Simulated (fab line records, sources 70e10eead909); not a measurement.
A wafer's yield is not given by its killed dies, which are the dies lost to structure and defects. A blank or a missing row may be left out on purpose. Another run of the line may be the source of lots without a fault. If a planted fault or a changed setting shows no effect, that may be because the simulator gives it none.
fab line records	flow nand-harc	part 1 of 2: steps 1 to 4 of 6
record lots=22	wafers=66	last-day=33
route steps=1302 shown A_STAIRCASE@834 A_SGD_CUT@890 A_SLIT@939
lots that met no fault: from a run of the same line without faults
start-h: the number of hours between the record's first day and the start of the first shown wafer of the lot	wait-h: how many hours have passed since the lot's step before this one	" identical to the entry in the row above	L1.1+2: one row covering several wafers at once	- no value present, or no start provided	* or withheld: withheld	< > ~ a bound
route shown NAME@n: names a module that has steps shown in the file, with the first one's number in the route	usual: average and standard deviation across the fault-free wafers	same: alike in all rows	chamber/n: place in a boat	sites: readings site by site	_std_site: how widely they spread, as a standard deviation	_edge_site: the outer-site mean with the inner-site mean subtracted	radius-mm: for every site, how far away it sits from the centre of the wafer	mask NAME#n: copy n	behind: the tool/chamber that last shaped the wafer	hold: why the lot was held/for how many hours/how that ended	device: the transistor (n, p or np) that didn't switch	end of line: the same wafers' tests at the end of the route	for a step that has no rows: nothing shown but its recipe	killed: dies lost to structure and defects at the first sort, not the wafer's yield	map: a wafer's dies, x killed, . not, _ none there
set.NAME: the setting that was run; set.NAME@STEP: the one run at that earlier step	model.NAME: the simulator's own value behind a step, which no gauge read
one table for each step of the route and one row for each wafer, over a sample of lots
services: from which hour (start-h, from the record's first day; less than 0 if before it) a tool's chamber was out of use, for how many hours, and why
## steps
# step NHARC_A_STAIRCASE_ETCH_453
# recipe target-depth-a=300	overetch-a=30	time-s=16.5	ion-energy-ev=100	cf4-flow-sccm=80	o2-flow-sccm=20	ar-flow-sccm=0	rf-w=300	bias-w=100	chemistry=CF4/O2
# usual drypump-motor-current-A=5.8/0.36	mfc-ar-sccm=0.008/0.011	oes-product-au=1.005/0.01	rf-vpp-V=197.9/1.6	showerhead-plenum-p-Torr=1.34/0.059	throttle-valve-pct=13.398/0.0091
lot.wafer	tool	chamber	start-h	wait-h	drypump-motor-current-A	mfc-ar-sccm	oes-product-au	rf-hours-counter-h	rf-vpp-V	showerhead-plenum-p-Torr	throttle-valve-pct
L074.3	rie-diel-04	1	-	-	5.4	0	1.015	3	198.6	1.41	13.405
L074.4	"	0	"	"	5.8	0.016	1.001	3	198.8	1.42	13.394
L074.5	"	1	"	"	5.4	0	1.015	-	200.2	1.41	13.400
L076.2	rie-diel-01	3	-	-	6.3	0	1.013	2	198.4	1.34	13.408
L076.6	"	0	"	"	5.7	0.010	1.008	-	198.4	1.29	13.388
L076.5	"	1	"	"	6.2	0	0.998	-	195.3	1.24	13.400
L075.1	rie-diel-01	0	-	-	5.7	0.010	1.012	2	196.1	1.29	13.388
L075.2	"	3	"	"	6.3	0	1.002	2	196.5	1.34	13.397
L075.5	"	1	"	"	6.2	0	1.000	-	196.4	1.24	13.416
L077.4	rie-diel-04	3	-	-	5.6	0.004	1.007	17	198.3	1.36	13.395
L077.1	"	0	"	"	5.7	0.016	0.996	15	198.4	1.42	13.379
L077.5	"	1	"	"	5.5	0	1.017	-	199.9	1.41	13.405
L079.4	rie-diel-04	2	-	-	5.7	0.037	0.989	25	197.9	1.35	13.402
L079.5	"	2	"	"	5.7	0.037	0.980	-	197.5	1.35	13.389
L079.6	"	3	"	"	5.6	0.004	1.010	-	198.5	1.35	13.370
L081.1	rie-diel-01	0	-	-	5.7	0.010	1.013	21	197.8	1.29	13.409
L081.4	"	1	"	"	6.2	0	1.007	22	197.1	1.24	13.390
L081.5	"	0	"	"	5.7	0.010	1.010	-	197.0	1.29	13.402
L082.2	rie-diel-01	2	-	-	5.7	0	0.985	23	196.8	1.33	13.372
L082.1	"	3	"	"	6.3	0	1.007	22	197.7	1.33	13.407
L082.3	"	0	"	"	5.7	0.010	1.004	21	197.3	1.29	13.412
L083.1	rie-diel-01	2	-	-	5.7	0	1.008	29	198.8	1.33	13.384
L083.3	"	1	"	"	6.2	0	1.001	29	196.0	1.24	13.401
L083.6	"	3	"	"	6.3	0	1.017	-	198.2	1.33	13.408
L086.1	rie-diel-07	1	-	-	5.8	0.018	1.011	5	199.6	1.42	13.402
L086.4	"	3	"	"	5.4	0.027	0.993	4	201.3	1.42	13.411
L086.6	"	2	"	"	5.2	0.003	1.011	-	196.8	1.28	13.401
L085.2	rie-diel-04	2	-	-	5.6	0.037	0.994	44	198.6	1.35	13.403
L085.3	"	3	"	"	5.6	0.004	1.014	43	197.7	1.35	13.397
L085.6	"	1	"	"	5.5	0	1.022	-	199.9	1.40	13.410
L084.2	rie-diel-04	2	-	-	5.6	0.037	1.004	45	197.8	1.35	13.399
L084.1	"	0	"	"	5.8	0.016	1.003	42	199.0	1.41	13.381
L084.5	"	1	"	"	5.5	0	1.021	-	199.3	1.40	13.383
L087.4	rie-diel-07	1	-	-	5.9	0.018	1.014	8	199.9	1.42	13.388
L087.3	"	2	"	"	5.1	0.003	0.998	8	197.4	1.28	13.409
L087.6	"	0	"	"	5.2	0	0.999	-	198.3	1.37	13.384
L088.4	rie-diel-07	2	-	-	5.1	0.003	0.996	12	196.7	1.28	13.388
L088.5	"	3	"	"	5.4	0.027	0.994	-	201.5	1.42	13.402
L088.6	"	0	"	"	5.2	0	1.008	-	198.1	1.37	13.414
L089.4	rie-diel-01	0	-	-	5.7	0.010	1.022	46	196.0	1.28	13.387
L089.1	"	2	"	"	5.7	0	1.007	48	197.8	1.33	13.395
L089.2	"	3	"	"	6.3	0	1.002	50	197.8	1.32	13.396
L090.3	rie-diel-01	1	-	-	6.2	0	0.999	49	195.0	1.23	13.392
L090.4	"	3	"	"	6.3	0	1.000	52	196.1	1.32	13.403
L090.5	"	0	"	"	5.7	0.010	1.005	-	195.4	1.28	13.399
L092.3	rie-diel-01	2	-	-	5.7	0	1.008	5	198.8	1.33	13.393
L092.2	"	0	"	"	5.7	0.010	1.020	5	198.7	1.28	13.397
L092.1	"	1	"	"	6.2	0	0.991	5	200.3	1.45	13.400
L091.4	rie-diel-01	2	-	-	5.7	0	0.993	6	197.3	1.32	13.406
L091.1	"	3	"	"	6.3	0	1.014	0	197.3	1.32	13.402
L091.5	"	2	"	"	5.7	0	0.990	-	197.8	1.33	13.395
L093.1	rie-diel-01	0	-	-	5.7	0.010	1.014	10	198.3	1.28	13.398
L093.5	"	0	"	"	5.7	0.010	1.004	-	196.0	1.28	13.396
L093.4	"	1	"	"	6.2	0	0.982	-	201.3	1.44	13.393
L094.3	rie-diel-01	3	-	-	6.3	0	1.021	5	197.1	1.32	13.396
L094.6	"	0	"	"	5.7	0.010	1.019	-	197.2	1.28	13.396
L094.5	"	1	"	"	6.2	0	0.995	-	198.9	1.44	13.384
L095.4	rie-diel-07	1	-	-	5.9	0.018	1.007	37	199.4	1.41	13.387
L095.2	"	2	"	"	5.1	0.003	0.993	41	196.6	1.27	13.408
L095.6	"	1	"	"	5.9	0.018	1.004	-	199.9	1.41	13.383
L096.2	rie-diel-07	0	-	-	5.2	0	1.009	39	200.0	1.36	13.401
L096.1	"	1	"	"	5.8	0.018	1.007	39	200.0	1.41	13.393
L096.5	"	1	"	"	5.8	0.018	1.021	-	198.3	1.41	13.394
L097.1	rie-diel-01	0	-	-	5.7	0.010	1.019	18	196.0	1.28	13.402
L097.2	"	1	"	"	6.2	0	1.001	18	201.1	1.44	13.406
L097.6	"	0	"	"	5.7	0.010	1.028	-	196.9	1.28	13.414
# step NHARC_A_STAIRCASE_DESCUM_443
# recipe time-s=3	o2-flow-sccm=200	ar-flow-sccm=0	bias-power-w=0	chemistry=O2
# usual drypump-motor-current-A=5.7/0.35	mfc-ar-sccm=0.009/0.011	oes-product-au=1.000/0.011	rf-vpp-V=57.8/0.92	showerhead-plenum-p-Torr=1.93/0.086	throttle-valve-pct=11.310/0.0087
lot.wafer	tool	chamber	start-h	wait-h	drypump-motor-current-A	mfc-ar-sccm	oes-product-au	rf-hours-counter-h	rf-vpp-V	showerhead-plenum-p-Torr	throttle-valve-pct
L074.3	rie-diel-07	2	417.92	-	5.2	0.003	0.994	38	56.9	1.84	11.314
L074.4	"	3	"	"	5.4	0.027	0.980	39	57.4	2.04	11.320
L074.5	"	2	"	"	5.1	0.003	0.992	-	57.7	1.84	11.313
L075.2	rie-diel-07	2	445.31	-	5.2	0.003	1.001	44	57.8	1.84	11.299
L075.1	"	3	"	"	5.4	0.027	0.979	46	58.2	2.04	11.315
L075.5	"	3	"	"	5.4	0.027	0.978	-	57.8	2.04	11.306
L076.2	rie-diel-01	2	445.49	-	5.7	0	0.999	17	59.3	1.91	11.304
L076.6	"	0	"	"	5.7	0.010	1.013	-	56.7	1.85	11.306
L076.5	"	1	"	"	6.2	0	0.993	-	56.1	1.77	11.294
L077.1	rie-diel-04	3	458.09	-	5.6	0.004	1.004	28	56.7	1.94	11.310
L077.4	"	2	"	"	5.6	0.037	0.990	29	58.4	1.93	11.307
L077.5	"	3	"	"	5.6	0.004	1.016	-	57.7	1.94	11.302
L079.4	rie-diel-01	3	487.62	-	6.3	0	1.014	30	58.1	1.90	11.303
L079.6	"	3	"	"	6.3	0	1.020	-	56.5	1.91	11.301
L079.5	"	0	"	"	5.7	0.010	1.008	-	58.4	1.84	11.311
L081.4	rie-diel-01	2	508.20	-	5.7	0	0.991	36	57.6	1.91	11.320
L081.1	"	3	"	"	6.3	0	1.013	40	57.7	1.90	11.315
L081.5	"	0	"	"	5.7	0.010	1.018	-	57.2	1.84	11.313
L082.1	rie-diel-04	2	508.58	-	5.7	0.037	0.980	47	58.8	1.93	11.309
L082.3	"	3	"	"	5.6	0.004	0.999	46	58.8	1.94	11.319
L082.2	"	0	"	"	5.8	0.016	0.991	44	59.0	2.02	11.313
L083.1	rie-diel-01	1	528.79	-	6.2	0	1.007	41	57.7	1.77	11.306
L083.3	"	2	"	"	5.7	0	1.008	43	58.1	1.91	11.315
L083.6	"	0	"	"	5.7	0.010	1.027	-	56.4	1.84	11.325
L085.2	rie-diel-01	1	540.32	-	6.2	0	0.987	45	56.8	1.77	11.310
L085.3	"	3	"	"	6.3	0	1.007	50	59.3	1.90	11.308
L085.6	"	2	"	"	5.7	0	0.994	-	58.2	1.90	11.309
L084.1	rie-diel-07	0	540.54	-	5.2	0	1.004	15	58.6	1.96	11.331
L084.2	"	2	"	"	5.2	0.003	0.987	16	56.8	1.83	11.307
L084.5	"	0	"	"	5.2	0	1.005	-	57.3	1.96	11.318
L086.1	rie-diel-04	2	541.93	-	5.7	0.037	0.990	0	57.9	1.93	11.324
L086.6	"	2	"	"	5.7	0.037	0.992	-	56.9	1.93	11.316
L086.4	"	3	"	"	5.6	0.004	1.004	-	58.0	1.93	11.315
L087.3	rie-diel-07	2	556.48	-	5.2	0.003	0.986	-	59.9	1.83	11.326
L087.4	"	3	"	"	5.4	0.027	0.985	-	56.7	2.03	11.312
L087.6	"	3	"	"	5.4	0.027	0.980	-	58.0	2.03	11.309
L088.6	rie-diel-01	2	570.50	-	5.7	0	1.008	-	57.8	1.90	11.326
L088.5	"	0	"	"	5.7	0.010	1.011	-	57.8	1.84	11.321
L088.4	"	1	"	"	6.2	0	0.992	-	57.5	2.08	11.304
L089.2	rie-diel-07	1	579.35	-	5.8	0.018	1.003	27	56.5	2.03	11.324
L089.1	"	2	"	"	5.2	0.003	1.001	33	57.2	1.82	11.308
L089.4	"	3	"	"	5.4	0.027	0.985	32	58.2	2.03	11.317
L090.4	rie-diel-07	3	579.40	-	5.4	0.027	0.992	32	57.3	2.03	11.321
L090.3	"	2	"	"	5.1	0.003	1.003	33	56.7	1.82	11.314
L090.5	"	0	"	"	5.2	0	1.007	-	55.9	1.96	11.305
L091.1	rie-diel-01	1	618.20	-	6.2	0	0.983	19	58.4	2.07	11.320
L091.4	"	0	"	"	5.7	0.010	1.015	19	59.0	1.83	11.296
L091.5	"	1	"	"	6.2	0	0.978	-	58.3	2.07	11.308
L092.2	rie-diel-04	0	618.37	-	5.8	0.016	1.003	15	58.1	2.02	11.302
L092.1	"	1	"	"	5.5	0	0.991	28	57.6	1.99	11.321
L092.3	"	2	"	"	5.6	0.037	0.989	25	57.6	1.92	11.319
L093.1	rie-diel-04	0	629.85	-	5.8	0.016	1.000	20	56.7	2.01	11.305
L093.4	"	1	"	"	5.5	0	0.991	32	58.7	1.99	11.315
L093.5	"	0	"	"	5.8	0.016	1.016	-	58.0	2.01	11.316
L094.3	rie-diel-01	3	634.44	-	6.3	0	1.010	17	57.6	1.89	11.314
L094.6	"	3	"	"	6.3	0	1.014	-	58.5	1.89	11.301
L094.5	"	0	"	"	5.7	0.010	1.030	-	56.3	1.83	11.305
L095.4	rie-diel-04	1	652.51	-	5.5	0	0.982	38	57.4	1.99	11.312
L095.2	"	2	"	"	5.6	0.037	1.004	36	58.4	1.91	11.309
L095.6	"	1	"	"	5.5	0	0.992	-	57.9	1.99	11.308
L097.1	rie-diel-04	0	660.46	-	5.8	0.016	1.008	31	58.1	2.01	11.311
L097.2	"	1	"	"	5.5	0	0.984	42	59.5	1.99	11.306
L097.6	"	0	"	"	5.8	0.016	1.007	-	57.2	2.01	11.293
L096.2	rie-diel-07	2	660.62	-	5.2	0.003	0.996	0	57.9	1.82	11.317
L096.1	"	1	"	"	5.8	0.018	1.001	0	58.0	2.02	11.299
L096.5	"	2	"	"	5.2	0.003	0.998	-	56.3	1.82	11.304
# step NHARC_A_SGD_CUT_DEP_00
# recipe target-thk-a=500	temp-c=400	target-thk-nm=50	flow-sccm=200	rf-w=450	material=SiNx
# usual heater-power-w=711/74
lot.wafer	tool	chamber	start-h	wait-h	heater-power-w
L074.3	pecvd-01	1	425.17	0.1	723
L074.5	"	0	"	"	755
L074.4	"	2	"	"	621
L075.1	pecvd-01	0	452.53	0.1	864
L075.2	"	1	"	"	659
L075.5	"	0	"	"	851
L076.2	pecvd-02	0	452.71	0.2	624
L076.6	"	0	"	"	612
L076.5	"	2	"	"	711
L077.1	pecvd-04	2	465.23	0.1	743
L077.4	"	1	"	"	747
L077.5	"	0	"	"	689
L079.5	pecvd-02	0	494.83	0.2	675
L079.6	"	1	"	"	768
L079.4	"	2	"	"	612
L081.1	pecvd-01	0	515.37	0.1	736
L081.5	"	1	"	"	707
L081.4	"	2	"	"	669
L082.2	pecvd-02	2	515.69	0.1	679
L082.1	"	0	"	"	650
L082.3	"	1	"	"	805
L083.1	pecvd-02	2	535.88	0.1	717
L083.3	"	0	"	"	582
L083.6	"	2	"	"	725
L085.3	pecvd-02	2	547.47	0.1	718
L085.2	"	1	"	"	759
L085.6	"	1	"	"	750
L084.2	pecvd-04	2	547.90	0.1	699
L084.1	"	0	"	"	757
L084.5	"	1	"	"	673
L086.1	pecvd-01	1	550.14	0.1	656
L086.4	"	1	"	"	652
L086.6	"	2	"	"	581
L087.3	pecvd-01	1	566.62	0.1	722
L087.6	"	1	"	"	726
L087.4	"	2	"	"	548
L088.6	pecvd-02	2	578.66	0.2	608
L088.5	"	0	"	"	684
L088.4	"	1	"	"	798
L089.2	pecvd-04	0	586.79	0.1	791
L089.1	"	2	"	"	693
L089.4	"	0	"	"	794
L090.3	pecvd-01	2	589.87	0.1	690
L090.5	"	2	"	"	669
L090.4	"	0	"	"	813
L091.1	pecvd-01	1	625.51	0.1	678
L091.4	"	2	"	"	565
L091.5	"	0	"	"	874
L092.1	pecvd-02	1	625.58	0.1	727
L092.2	"	2	"	"	650
L092.3	"	0	"	"	686
L093.1	pecvd-02	2	637.23	0.1	702
L093.4	"	0	"	"	744
L093.5	"	2	"	"	705
L094.3	pecvd-02	2	641.78	0.2	685
L094.5	"	1	"	"	716
L094.6	"	2	"	"	699
L095.2	pecvd-01	0	659.71	0.1	742
L095.6	"	1	"	"	680
L095.4	"	2	"	"	670
L097.2	pecvd-01	2	667.62	0.1	623
L097.1	"	0	"	"	842
L097.6	"	2	"	"	648
L096.1	pecvd-02	1	667.79	0.1	802
L096.2	"	2	"	"	720
L096.5	"	1	"	"	806
# step NHARC_A_SGD_CUT_ETCH_16
# recipe target-depth-a=3105	time-s=155.2	c4f8-flow-sccm=withheld	o2-flow-sccm=8	ar-flow-sccm=withheld	rf-w=600	bias-w=800	chemistry=C4F8/O2/Ar
# usual oes-product-au=0.968/0.02	rf-vpp-V=722/3.7
lot.wafer	tool	chamber	start-h	wait-h	oes-product-au	rf-hours-counter-h	rf-vpp-V
L074.3	rie-diel-09	2	-	-	0.897	7	723
L074.4	"	3	"	"	0.929	6	726
L074.5	"	1	"	"	0.925	-	717
L075.2	rie-diel-09	0	-	-	0.994	8	725
L075.1	"	1	"	"	0.972	8	717
L075.5	"	0	"	"	1.002	-	724
L076.2	rie-diel-11	2	-	-	0.994	1	721
L076.5	"	1	"	"	0.995	-	729
L076.6	"	2	"	"	0.986	-	721
L077.1	rie-diel-11	3	-	-	0.974	2	718
L077.4	"	1	"	"	0.977	2	729
L077.5	"	3	"	"	0.975	-	718
L079.4	rie-diel-10	1	-	-	0.992	5	719
L079.5	"	0	"	"	0.969	-	725
L079.6	"	1	"	"	0.991	-	720
L082.3	rie-diel-09	3	-	-	0.969	1	727
L082.1	"	0	"	"	0.970	1	724
L082.2	"	1	"	"	0.995	1	716
L081.4	rie-diel-11	0	-	-	0.954	4	722
L081.1	"	1	"	"	0.956	4	728
L081.5	"	2	"	"	0.936	-	722
L083.1	rie-diel-10	3	-	-	0.988	9	721
L083.3	"	0	"	"	0.986	7	726
L083.6	"	2	"	"	0.985	-	722
L085.2	rie-diel-10	1	-	-	0.985	10	720
L085.3	"	3	"	"	0.966	11	720
L085.6	"	2	"	"	0.974	-	721
L084.2	rie-diel-11	1	-	-	0.973	5	729
L084.1	"	2	"	"	0.980	5	722
L084.5	"	1	"	"	0.983	-	728
L086.1	rie-diel-09	3	-	-	0.988	3	726
L086.4	"	1	"	"	0.977	4	715
L086.6	"	0	"	"	0.986	-	725
L087.3	rie-diel-10	2	-	-	0.955	12	722
L087.4	"	0	"	"	0.986	10	726
L087.6	"	2	"	"	0.957	-	721
L088.4	rie-diel-10	1	-	-	0.948	12	718
L088.6	"	3	"	"	0.964	-	720
L088.5	"	0	"	"	0.942	-	725
L089.1	rie-diel-10	0	-	-	0.969	12	725
L089.2	"	2	"	"	0.990	15	721
L089.4	"	3	"	"	0.983	15	718
L090.3	rie-diel-11	3	-	-	0.946	7	717
L090.4	"	1	"	"	0.942	7	729
L090.5	"	3	"	"	0.939	-	716
L091.4	rie-diel-11	3	-	-	0.961	1	718
L091.1	"	1	"	"	0.990	1	729
L091.5	"	3	"	"	0.960	-	718
L092.1	rie-diel-09	1	-	-	0.966	8	717
L092.2	"	2	"	"	0.956	8	723
L092.3	"	0	"	"	0.979	7	725
L093.4	rie-diel-11	1	-	-	1.000	2	728
L093.1	"	3	"	"	0.978	2	717
L093.5	"	0	"	"	0.987	-	721
L094.3	rie-diel-09	0	-	-	0.962	8	725
L094.6	"	0	"	"	0.963	-	724
L094.5	"	1	"	"	0.967	-	716
L095.4	rie-diel-11	0	-	-	0.980	3	722
L095.2	"	1	"	"	0.972	3	728
L095.6	"	2	"	"	0.952	-	720
L096.2	rie-diel-10	3	-	-	0.966	7	720
L096.1	"	2	"	"	0.999	9	720
L096.5	"	3	"	"	0.974	-	720
L097.2	rie-diel-11	1	-	-	0.951	4	727
L097.1	"	3	"	"	0.935	4	719
L097.6	"	0	"	"	0.941	-	721
